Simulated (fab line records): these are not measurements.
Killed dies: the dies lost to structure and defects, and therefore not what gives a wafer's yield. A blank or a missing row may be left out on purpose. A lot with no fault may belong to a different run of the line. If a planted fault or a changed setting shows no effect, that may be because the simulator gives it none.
Matching of chambers	flow n5Finfet	N5_BEOL_M12_TRENCH_ETCH_34 on rieDiel-03 has 4 sister chambers
The step etches SiOC in C4F8/O2/Ar, target depth 318.95 nm, time 125.5 s. 8 wafers are shown with their chamber, then 9 later ones without.

## WAFERS WITH THEIR CHAMBER
wafer	chamber	showerheadPlenumPTorr (Torr)	throttleValvePct (%)
L078.1	0	3.34	23.66
L086.1	1	3.50	24.13
L086.5	3	3.37	24.25
L084.2	0	3.34	23.68
L084.6	1	3.49	24.13
L087.2	2	3.23	24.10
L087.4	3	3.37	24.27
L087.5	2	3.23	24.11

## WAFERS MISSING THEIR CHAMBER
wafer	showerheadPlenumPTorr (Torr)	throttleValvePct (%)
L089.1	3.49	23.83
L089.5	3.37	24.27
L089.6	3.33	23.69
L092.4	3.32	23.69
L092.5	3.49	23.85
L092.6	3.36	24.29
L095.2	3.36	24.28
L095.4	3.62	23.81
L095.6	3.36	24.29

## WHICH CHAMBER EACH WENT THROUGH
wafer	from the rows above	in truth
L089.1	1	1
L089.5	3	3
L089.6	0	0
L092.4	0	0
L092.5	1	1
L092.6	3	3
L095.2	3	3
L095.4	1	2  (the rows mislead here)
L095.6	3	3
Correct placement for 8 of the 9. Can't be placed from these rows: 0. Wrongly placed: 1.
How it was worked out, from the rows above alone: a wafer's distance from a chamber is the root of the sum, over the readings, of the square of ((its reading less the chamber's mean) divided by the reading's scatter). If the next closest chamber is less than 2 further off than the closest, the wafer can't be placed; otherwise it belongs to the closest. Each chamber's mean is taken over the wafers shown for it. How the scatter is found: for the shown wafers, subtract from each reading the mean of its chamber, square and add these, divide the total by (wafers less chambers), then take the root.
